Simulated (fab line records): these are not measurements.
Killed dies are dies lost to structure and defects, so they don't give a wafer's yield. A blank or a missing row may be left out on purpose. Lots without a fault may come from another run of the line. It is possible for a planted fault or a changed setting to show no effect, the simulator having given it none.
A lot that was struck, set against a sound lot	flow n5_finfet	16 steps out of a route of 1938
Sound: wafers L194.1, L194.2, L194.4. Struck: wafers L201.2, L201.4 (left out: L201.6, a lot-mate that was not struck); the cause follows at the end.
Each step with rows lists, per side, the tool, then ch with its chambers, then its first start. Under that, the readings that differ: sound wafers	struck wafers	difference of the means	sigmas: that difference in standard deviations of wafers without a fault.
alike: readings with means less than 2 such deviations apart, plus words and numbers identical on both sides. not compared: withheld readings, readings lacking a value on some wafer, bounds such as >300 that could conceal the same value, and numbers that have no deviation in the record and whose values overlap.
Wherever a step has rows on one side only, a row that says differs or no value, or a row with sigmas, the two part there. Numbers that don't overlap but have no deviation are shown without sigmas and don't part them. Lack of a reading on every wafer of one side parts them only where that side has two or more wafers.

first, 7 steps without rows for these wafers: N5_BEOL_M2_COAT_76 (time 60 s, resist thk 5 nm); N5_BEOL_M2_COAT_22 (resist thk 30 nm); N5_BEOL_M2_EBR_24; N5_BEOL_M2_SOFTBAKE_23 (time 60 s); N5_BEOL_M2_EXPOSE_25 (exposes mask V1, defocus 5 nm); N5_BEOL_M2_PEB_26 (peb time 60 s); N5_BEOL_M2_DEVELOP_27 (develop time 30 s).
N5_BEOL_M2_CD_MEAS_28: target cd 26.2 nm, target cd y 24.1 nm.
  sound on cd_sem-03 ch 0, day 8 18:47; struck on cd_sem-01 ch 0, day 10 10:35
  alike: cd_nm
N5_BEOL_M2_OVL_MEAS_29:
  sound on overlay-02 ch 0, day 8 18:49; struck on overlay-02 ch 0, day 10 10:37
reading	sound	struck	difference	sigmas
V1_OVL (nm)	1.1 0.8 0.3	-1.2 -1.1	-1.9	-2
N5_BEOL_M2_INSPECT_30: inspects for defects (brightfield).
  sound: defect_inspect-02 at day 8 18:53; struck: defect_inspect-01 at day 10 10:40
  alike: raw_defect_count
N5_BEOL_M2_DESCUM_33: chemistry O2, time 7 s.
  sound on rie_diel-06 ch 1,3, day 8 18:55; struck on rie_diel-06 ch 0,2, day 10 10:43
  alike: drypump_motor_current_A, oes_product_au, rf_vpp_V, showerhead_plenum_p_Torr, throttle_valve_pct
  not compared: rf_hours_counter_h
N5_BEOL_M2_ETCH_77: etches underlayer in N2/H2, target depth 6.5 nm, time 5.2 s.
  sound on rie_diel-06 ch 1,3, day 8 18:57; struck on rie_diel-06 ch 0,2, day 10 10:45
  alike: drypump_motor_current_A, etch_rf_on_time_s, oes_product_au, rf_vpp_V, showerhead_plenum_p_Torr, throttle_valve_pct
  not compared: rf_hours_counter_h
N5_BEOL_M2_ETCH_69: etches SiARC in CF4, target depth 15.6 nm, time 26 s.
  sound on rie_diel-06 ch 1,3, day 8 18:58; struck on rie_diel-06 ch 0,2, day 10 10:46
reading	sound	struck	difference	sigmas
etch_rf_on_time_s (s)	26.2 26.0 25.9	18.6 20.3	-6.6	-8
  alike: drypump_motor_current_A, oes_product_au, rf_vpp_V, showerhead_plenum_p_Torr, throttle_valve_pct
  not compared: rf_hours_counter_h
N5_BEOL_M2_ALD_98: deposits SiO2, target thk 2.5 nm, pulse time 1 s, co reactant pulse time 1 s.
  sound on ald_sin-03 ch 0,2,3, day 8 19:13; struck on ald_sin-01 ch 1,2, day 10 10:55
  alike: chamber_pressure_Torr, heater_power_w, precursor_pulse_height_rel
N5_BEOL_M4_RC_MEAS_101:
  sound on prober-02 ch 0, day 9 23:50; struck on prober-01 ch 0, day 11 22:28
  alike: DIBL_N, DIBL_P, IOFF_N, IOFF_P, ION_N, ION_P, SS_N, SS_P, VT_N, VT_P
N5_PASSIVATION_PROBE_49:
  rows exist in the record for the sound wafers here (prober-01, day 14 00:52), none for the struck ones

## WHERE THEY PART
Earliest at N5_BEOL_M2_OVL_MEAS_29; latest, in this record, at N5_PASSIVATION_PROBE_49.

WHY: what the simulator had put in
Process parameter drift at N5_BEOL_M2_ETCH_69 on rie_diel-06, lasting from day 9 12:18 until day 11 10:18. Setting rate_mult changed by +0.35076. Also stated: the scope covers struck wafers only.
